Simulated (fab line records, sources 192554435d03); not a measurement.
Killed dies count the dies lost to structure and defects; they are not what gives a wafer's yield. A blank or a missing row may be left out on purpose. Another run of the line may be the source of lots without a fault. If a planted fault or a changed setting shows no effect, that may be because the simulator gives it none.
Comparing a struck lot with a sound one || flow n5-finfet || 38 steps out of a route of 1938
Sound: wafers L125.2, L125.3, L125.5. Struck: wafer L138.4 (left out: L138.2, L138.6 of the same lot, which were not struck); the cause appears at the end.
Order at every step that has rows: each side's tool, ch and its chambers, its first start. Under that, the readings that differ: sound wafers || struck wafers || difference of the means || sigmas: that difference in standard deviations of wafers without a fault.
alike: a reading whose means differ by less than 2 such deviations, as well as words and numbers matching on both sides. not compared: withheld readings; readings where some wafer has no value; bounds like >300 that might hide an equal value; numbers whose values overlap and for which the record gives no deviation.
Wherever a step has rows on one side only, a row that says differs or no value, or a row with sigmas, the two part there. Numbers that don't overlap but have no deviation are shown without sigmas and don't part them. Lack of a reading on every wafer of one side parts them only where that side has two or more wafers.

first, 9 steps without rows for these wafers: N5_BEOL_M0_ANNEAL_135 (time 60 s); N5_BEOL_M0_SPUTTER_141 (material Cu, target thk 4 nm, time 7.37 s); N5_BEOL_M0_ECD_118 (material Cu, target thk 300 nm); N5_BEOL_M0_ANNEAL_119 (time 90 s); N5_BEOL_M0_CMP_120 (polishes, stops on SiOC, t overpolish 6.9 s); N5_BEOL_M0_PRE_CLEAN_131 (time 15 s); N5_BEOL_M0_CO_CAP_123 (material Co, precursor CCTBA/H2, target thk 2 nm, time 102.1 s); N5_BEOL_M0_PRE_CLEAN_124 (time 15 s); N5_BEOL_M0_DEP_125 (deposits SiCN from 3MS/NH3, target thk 8 nm, time 14 s).
N5_BEOL_M1_ILD_DEP_00: deposits SiOC from DEMS/O2, target thk 79 nm, time 15.3 s.
  sound on pecvd-03 ch 0,1,2, day 7 04:59; struck on pecvd-03 ch 1, day 10 09:59
{"reading": "model.SiOC_of_BEOL_M1_ILD_DEP_00.thk-nm (nm)", "sound": "78.8 78.6 78.2", "struck": 38.6, "difference": -39.9, "sigmas": ""}
  alike: heater-power-w, showerhead-plenum-p-Torr, throttle-valve-pct
N5_BEOL_M1_THK_MEAS_01:
  struck on film-metro-01, day 10 10:03; sound on film-metro-01, day 7 05:03
{"reading": "M1_ILD_THK (nm)", "sound": "78.8 78.5 78.1", "struck": 38.6, "difference": -39.9, "sigmas": -31}
then, 24 steps without rows for these wafers: N5_BEOL_M1_PECVD_72 (deposits SiO2 from TEOS/O2, target thk 16 nm, time 18 s); N5_BEOL_M1_HM_DEP_02 (deposits TiN, target thk 20 nm); N5_BEOL_M1_COAT_61 (time 60 s, resist thk 60 nm); N5_BEOL_M1_COAT_62 (time 60 s, resist thk 12 nm); N5_BEOL_M1_COAT_73 (time 60 s, resist thk 5 nm); N5_BEOL_M1_COAT_05 (resist thk 30 nm); N5_BEOL_M1_EBR_07; N5_BEOL_M1_SOFTBAKE_06 (time 60 s); N5_BEOL_M1_EXPOSE_08 (exposes mask M1); N5_BEOL_M1_PEB_09 (peb time 60 s); N5_BEOL_M1_DEVELOP_10 (develop time 30 s); N5_BEOL_M1_DESCUM_16 (chemistry O2, time 7 s); N5_BEOL_M1_ETCH_74 (etches underlayer in N2/H2, target depth 6.5 nm, time 5.2 s); N5_BEOL_M1_ETCH_63 (etches SiARC in CF4, target depth 15.6 nm, time 26 s); N5_BEOL_M1_ETCH_64 (etches SOC in N2/H2, target depth 75 nm, overetch 15 nm, time 112.5 s); N5_BEOL_M1_STRIP_65 (strips in N2/H2); N5_BEOL_M1_STRIP_75 (strips in N2/H2); N5_BEOL_M1_STRIP_66 (strips in CF4); N5_BEOL_M1_HM_OPEN_17 (chemistry Cl2/BCl3, target TiN, target depth 20 nm, overetch 6 nm); N5_BEOL_M1_STRIP_19 (strips in O2); N5_BEOL_M1_COAT_67 (time 60 s, resist thk 60 nm); N5_BEOL_M1_COAT_68 (time 60 s, resist thk 12 nm); N5_BEOL_M1_COAT_76 (time 60 s, resist thk 5 nm); N5_BEOL_M1_COAT_22 (resist thk 30 nm).
N5_BEOL_M1_CMP_52: polishes, stops on SiOC, t overpolish 6.8 s, target thk 40 nm.
  sound on cmp-02 ch 2,3, day 7 12:22; struck on cmp-01 ch 3, day 11 14:05
{"reading": "clearing-platen-down-force-psi (psi)", "sound": "1.492 1.500 1.498", "struck": 1.505, "difference": "+0.008", "sigmas": "+3"}
{"reading": "model.SiOC_of_BEOL_M1_ILD_DEP_00.thk-nm (nm)", "sound": "77.8 77.6 77.2", "struck": 37.6, "difference": -39.9, "sigmas": ""}
{"reading": "model.Cu_of_BEOL_M1_ECD_50.thk-nm (nm)", "sound": "38.6 37.2 37.8", "struck": 0, "difference": -38, "sigmas": ""}
  alike: edge-zone-pressure-frac, motor-current-A
N5_BEOL_M4_RC_MEAS_101:
  the record has rows for the sound wafers here (prober-02 ch 0, day 10 20:46) and none for the struck ones
-- record jumps: 8 days separate the struck wafers' starts on either side; left off in module BEOL_M4, taken up again in module PASSIVATION, whose first shown step is the route's number 1936 --
N5_PASSIVATION_PROBE_49:
  rows exist in the record for the struck wafers here (prober-02, day 19 07:34), but not for the sound ones

== WHERE THEY PART ==
Earliest at N5_BEOL_M1_THK_MEAS_01; latest, in this record, at N5_PASSIVATION_PROBE_49.

WHY: what the simulator had put in
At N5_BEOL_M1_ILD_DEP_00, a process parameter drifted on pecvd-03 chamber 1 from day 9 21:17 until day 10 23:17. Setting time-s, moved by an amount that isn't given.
